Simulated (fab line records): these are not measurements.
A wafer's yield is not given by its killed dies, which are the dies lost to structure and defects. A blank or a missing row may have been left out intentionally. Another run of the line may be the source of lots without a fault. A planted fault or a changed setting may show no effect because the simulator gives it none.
Code-filled problem report in 8D (eight disciplines) form / flow n5-finfet / the parts of the form that need people (team, actions taken, sign-off) are left out

== 1. WHAT WENT WRONG ==
strip-time-to-endpoint-s at N5_SDB_STRIP_22 reads a mean of 92.23 s on 1 wafer of 1 lot; wafers without a fault read 96.29 s with a standard deviation of 0.28. That is -15 standard deviations from the usual mean.
The step: strips in N2/H2.
First seen on wafer L986.5, day 9 00:16, on plasma-asher-01. At this step, 24 wafers from 8 lots have a number in the record. By rule, "out" or "out of limits" means more than 4 standard deviations away from the usual mean. The rest of the wafers with a number are treated as sound.

== 2. WHAT IT IS, WHAT IT ISN'T ==
question=which readings at this step; is=strip-time-to-endpoint-s; is not=drypump-motor-current-A, h2-flow-sccm, heater-power-w, oes-product-au
question=which lots; is=L986; is not=L968, L972, L973, L974, L975, L977, L978
question=which wafers of those lots; is=L986.5; is not=L986.2, L986.3
question=read on which tools; is=plasma-asher-01; is not=plasma-asher-02
question=when; is=from day 9 00:16; is not=up to then (23 sound wafers)

== 3. THE SUSPECTS, EACH WITH WHAT RULES IT OUT ==
Counting: any tool at a process step up to the reading remains a suspect provided it ran every lot that is out. Sound lots after the first of them don't rule it out here, since some wafers of a struck lot are sound.
- rie-diel-01 at N5_SDB_STRIP_21 (strips in CF4): kept. It ran the lot that is out, L986 (day 9 00:10); its last sound lot up to then is L978 (day 7 01:52).
- rie-diel-01 at N5_SDB_HM_OPEN_20 (chemistry CH3F/O2, target SiNx, stops on poly-Si, target depth 24 nm): kept. It ran the lot that is out, L986 (day 9 00:11); its last sound lot up to then is L978 (day 7 01:53).
- plasma-asher-01 at N5_SDB_STRIP_22 (strips in N2/H2): kept. It ran the lot that is out, L986 (day 9 00:16); its last sound lot up to then is L977 (day 6 18:51). On those wafers its own readings are out: strip-time-to-endpoint-s.
- Within rie-diel-01 at N5_SDB_STRIP_21: the wafers that are out ran in chamber 0; their sound lot-mates ran in chambers 2, 3.
- Within rie-diel-01 at N5_SDB_HM_OPEN_20: the wafers that are out ran in chamber 0; their sound lot-mates ran in chambers 2, 3.
After the count, these remain: rie-diel-01 at N5_SDB_STRIP_21, rie-diel-01 at N5_SDB_HM_OPEN_20 and plasma-asher-01 at N5_SDB_STRIP_22.

== 4. THE CAUSE (what the simulator had put in) ==
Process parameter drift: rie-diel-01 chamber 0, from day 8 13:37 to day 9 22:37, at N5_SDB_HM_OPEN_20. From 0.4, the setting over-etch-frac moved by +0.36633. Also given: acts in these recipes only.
3 suspects survive the count, and this tool is in that group.

== 5. THE CHAIN OF EFFECTS, in route order ==
Each row: a reading where the mean over the struck wafers with a number is more than 3 standard deviations away from the usual. Readings are gone through only where the record gives a usual standard deviation; hours: the median, over the lots, of the time from a lot's start at the first step in this table giving one to that lot's start at this step; sigmas: the change measured in usual standard deviations.
hours=0; step=N5_SDB_STRIP_22; reading=strip-time-to-endpoint-s; usual=96.29 s; on struck wafers=92.23; change=-4.06; sigmas=-15
The process steps in it:
- N5_SDB_STRIP_22: strips in N2/H2.
Later steps that measure or inspect, where all struck wafers having a row at the step show a number for every such reading and not one has moved that far: N5_BEOL_M4_RC_MEAS_101.

== 6. WHAT WOULD HAVE CAUGHT IT SOONER ==
First out-of-limits reading in this record: day 9 00:16, which is 11 hours after fault onset at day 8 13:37.
Tool readings at N5_SDB_HM_OPEN_20 with a usual standard deviation given in the record: none out on any struck wafer, hence no alarm at a limit of 4 standard deviations on them.
Each of the lots that are out, 1 in all, had begun N5_SDB_HM_OPEN_20 on rie-diel-01 no later than day 9 00:16. None of them would have been spared by holding the tool at that moment.
